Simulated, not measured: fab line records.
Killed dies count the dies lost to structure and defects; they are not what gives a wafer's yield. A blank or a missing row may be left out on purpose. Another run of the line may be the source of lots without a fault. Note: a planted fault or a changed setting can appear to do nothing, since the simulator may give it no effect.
8D (eight disciplines) problem report, filled in by code :: flow nandHarc :: the parts of the form that need people (team, actions taken, sign-off) are left out

## 1. THE ISSUE
At NHARC_A_M1_CD_MEAS_09, cdNm averages 115.7 nm over 9 wafers from 3 lots, while fault-free wafers read 120.0 nm, standard deviation 0.61. Measured from the usual mean, that is -7.0 standard deviations.
The step: target cd 120 nm.
Seen first at day 21 23:54 on cdSem-03, wafer L100.1. Wafers with a number at this step in the record: 33, from 11 lots. By rule, "out" or "out of limits" means more than 4 standard deviations away from the usual mean. The rest of the wafers with a number are treated as sound.

## 2. WHAT THIS IS AND IS NOT
question: which readings at this step
is: cdNm
is not: -

question: which lots
is: L100, L104, L105
is not: L101, L102, L984, L989, L990, L992, L993, L996

question: which wafers of those lots
is: all that have a number
is not: -

question: read on which gauges
is: cdSem-01, cdSem-03
is not: cdSem-02

question: when
is: from day 21 23:54
is not: up to then (18 sound wafers); but 6 sound wafers of L101, L102 came after

## 3. SUSPECTS, AND WHAT RULES EACH OUT
Counting: a tool stays on the suspect list if, at a process step up to the reading, it processed all lots that are out and no sound lot following the first of them.
- ruled out: the gauge at NHARC_A_M1_CD_MEAS_09. The wafers that are out were read on 2 gauges (cdSem-01, cdSem-03).
- arfiScanner-02 at NHARC_A_M1_EXPOSE_06 (exposes mask A M1, target cd 120 nm): kept. Every lot that is out went through it, starting with L100 (day 21 23:46), and after that it ran no sound lot; the last sound lot it ran before then is L996 (day 20 21:35). On those wafers its own readings are out: exposureDoseMJCm2.
After counting, what remains is arfiScanner-02 at NHARC_A_M1_EXPOSE_06.

## 4. THE CAUSE (what the simulator had put in)
Drift in process parameters on arfiScanner-02 at NHARC_A_M1_EXPOSE_06, starting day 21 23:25. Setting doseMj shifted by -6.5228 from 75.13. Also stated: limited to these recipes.
The count eliminated every tool but this one.

## 5. SEQUENCE OF EFFECTS, ordered by route
Rows list readings where the struck wafers' mean (over those with a number) sits beyond 3 standard deviations from the usual. Only readings whose record carries a usual standard deviation are examined. hours: median over the lots of the time between each lot's start at the first step of this table that gives one and its start at this step. sigmas: the change, counted in usual standard deviations.
hours: 0
step: NHARC_A_M1_EXPOSE_06
reading: exposureDoseMJCm2
usual: 75.13
on struck wafers: 69.79
change: -5.34
sigmas: -62

hours: 0
step: NHARC_A_M1_CD_MEAS_09
reading: cdNm
usual: 120.0 nm
on struck wafers: 115.7
change: -4.3
sigmas: -7.0
The process steps in it:
- NHARC_A_M1_EXPOSE_06: exposes mask A M1, target cd 120 nm.
Later measuring or inspecting steps at which every struck wafer that the step has a row for has a number for every such reading, and none has moved that far: NHARC_A_M1_INSPECT_11.

## 6. HOW IT WOULD HAVE BEEN CAUGHT EARLIER
0 hours passed between the start of the fault at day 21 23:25 and the first reading out of limits at a measuring or inspecting step in this record, taken at day 21 23:54.
Tool's own readings at NHARC_A_M1_EXPOSE_06, exposureDoseMJCm2: out on all struck wafers the step has rows for; an alarm limit on them would have tripped on the first.
Of the lots that are out (3), L105, L104 began NHARC_A_M1_EXPOSE_06 on arfiScanner-02 after day 21 23:54. A hold on the tool at that time would have spared those 2.
